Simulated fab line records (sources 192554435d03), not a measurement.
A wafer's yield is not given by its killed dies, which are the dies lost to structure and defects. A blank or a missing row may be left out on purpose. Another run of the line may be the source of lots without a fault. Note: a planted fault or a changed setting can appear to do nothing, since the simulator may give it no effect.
Chamber matching / flow n5-finfet / rie-diel-04 running N5_BEOL_M2_VIA_ETCH_34: 4 sister chambers
The step etches the open film in C4F6/O2, target depth 69.4 nm, time 65.9 s. 4 wafers are shown with their chamber, then 11 later ones without.

WAFERS PAIRED WITH THEIR CHAMBERS
wafer=L088.6; chamber=3; rf-vpp-V (V)=631
wafer=L091.1; chamber=2; rf-vpp-V (V)=689
wafer=L091.4; chamber=0; rf-vpp-V (V)=672
wafer=L093.1; chamber=1; rf-vpp-V (V)=694

WAFERS WITHOUT THEIR CHAMBER
wafer=L093.5; rf-vpp-V (V)=689
wafer=L093.6; rf-vpp-V (V)=693
wafer=L094.2; rf-vpp-V (V)=673
wafer=L094.3; rf-vpp-V (V)=690
wafer=L094.4; rf-vpp-V (V)=689
wafer=L097.1; rf-vpp-V (V)=671
wafer=L097.2; rf-vpp-V (V)=693
wafer=L097.4; rf-vpp-V (V)=691
wafer=L096.2; rf-vpp-V (V)=673
wafer=L096.3; rf-vpp-V (V)=693
wafer=L096.4; rf-vpp-V (V)=670

EACH ONE'S CHAMBER
wafer=L093.5; from the rows above=2; in truth=2
wafer=L093.6; from the rows above=1; in truth=1
wafer=L094.2; from the rows above=0; in truth=0
wafer=L094.3; from the rows above=2; in truth=2
wafer=L094.4; from the rows above=2; in truth=2
wafer=L097.1; from the rows above=0; in truth=0
wafer=L097.2; from the rows above=1; in truth=1
wafer=L097.4; from the rows above=can't be placed: 2 or 1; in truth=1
wafer=L096.2; from the rows above=0; in truth=0
wafer=L096.3; from the rows above=1; in truth=1
wafer=L096.4; from the rows above=0; in truth=0
10 of 11 placed correctly. These rows do not allow placing 1 (true chamber among the candidates in 1). Wrongly placed: 0.
How it was worked out, from the rows above alone: a wafer's distance from a chamber is the root of the sum, over the readings, of the square of ((its reading less the chamber's mean) divided by the reading's scatter). The wafer belongs to the nearest chamber; if the next one is less than 2 further off, it can't be placed. Each chamber's mean is taken over the wafers shown for it. The scatter: root of mean squared gap, hidden wafer to nearest shown wafer, with one shown wafer a chamber.
